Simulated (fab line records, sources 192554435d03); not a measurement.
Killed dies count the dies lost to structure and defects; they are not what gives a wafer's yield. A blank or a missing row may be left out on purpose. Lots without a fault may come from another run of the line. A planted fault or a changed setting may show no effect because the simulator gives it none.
Split-lot experiment | flow n5 finfet | 21 wafers read across 7 lots, on a route 1938 steps long

== THE SPLIT ITSELF ==
At N5_BEOL_M3_ETCH_70 (etches SOC in N2/H2, target depth 80 nm, overetch 16 nm, time 120 s), the setting bias w was moved away from the recipe's 150 W on 3 of the 21 wafers read, by -11.9% to -6.5%. This setting was run at the recipe's value on the other wafers.

Reading taken at the split's own step.

== THE READING ==
rf vpp V, in V, at N5_BEOL_M3_ETCH_70 (etches SOC in N2/H2, target depth 80 nm, overetch 16 nm, time 120 s). On this fab line, fault-free wafers typically give 525.2 V with a standard deviation of 2.2 V.

wafer  | tool, chamber at the split | bias w as run, W | against the recipe | rf vpp V, V | against lot-mates on the recipe
L077.1 | rie diel-01, 0             | 150              | recipe             | 523.8       | -
L077.4 | rie diel-01, 3             | 150              | recipe             | 526.9       | -
L077.5 | rie diel-01, 2             | 150              | recipe             | 520.4       | -
L081.1 | rie diel-01, 3             | 150              | recipe             | 527.2       | -
L081.3 | rie diel-01, 1             | 150              | recipe             | 522.9       | -
L081.6 | rie diel-01, 1             | 150              | recipe             | 522.5       | -
L083.1 | rie diel-01, 2             | 132.2            | -11.9%             | 478.8       | -45.2
L083.2 | rie diel-01, 1             | 150              | recipe             | 523.4       | -
L083.4 | rie diel-01, 0             | 150              | recipe             | 524.7       | -
L084.1 | rie diel-05, 0             | 150              | recipe             | 525.6       | -
L084.4 | rie diel-05, 1             | 150              | recipe             | 526.5       | -
L084.6 | rie diel-05, 2             | 150              | recipe             | 524.7       | -
L089.3 | rie diel-05, 1             | 150              | recipe             | 527.7       | -
L089.4 | rie diel-05, 2             | 150              | recipe             | 525.6       | -
L089.5 | rie diel-05, 3             | 150              | recipe             | 525.9       | -
L093.1 | rie diel-01, 2             | 150              | recipe             | 528.2       | -
L093.5 | rie diel-01, 1             | 150              | recipe             | 523.3       | -
L093.6 | rie diel-01, 0             | 150              | recipe             | 524.1       | -
L095.4 | rie diel-05, 3             | 140.2            | -6.5%              | 503.9       | -20.3
L095.5 | rie diel-05, 0             | 150              | recipe             | 524.2       | -
L095.6 | rie diel-05, 3             | 140.2            | -6.5%              | 502.7       | -21.5

FIT RESULTS
A straight line over all 21 wafers: rf vpp V changes by +3.68 V for each +1% of bias w; r = +0.98; the points scatter about the line by 2.2 V.
The same after taking each lot's own level away (the mean of its wafers on the recipe; 21 wafers): +3.59 V for each +1%; r = +0.99; scatter 2 V.
Per that fit: largest bias w move, reading shift of 43 V.
Across the lots, their own levels run from 523.70 to 526.40 V, a range of 1.2 times the standard deviation given above.
Hence the lot-to-lot level has little effect on the slope; both slopes agree.
Check: for one of the wafers moved furthest among these (-11.9%), held out of the fit, the line's prediction against its lot-mates is -38 V. Against them it came out at -45.2 V.
Tool readings at the split's step, against how far the setting was moved: rf vpp V r = +0.98.

== THESE WAFERS: OTHER SPLITS ==
These wafers also went through other splits before the reading. Each is held against what the fit with the lots' levels taken away leaves over:
other split on the same wafers | wafers away from the commonest value | r with rf vpp V (lot level and that fit taken away)
N5_BEOL_M2_COAT_67 spin rpm    | 9                                    | -0.19
N5_BEOL_M2_COAT_76 temp c      | 9                                    | +0.01

== FILE'S OWN FIT ==
rf vpp V changes by +3.67 V for each +1% of bias w, r = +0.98.
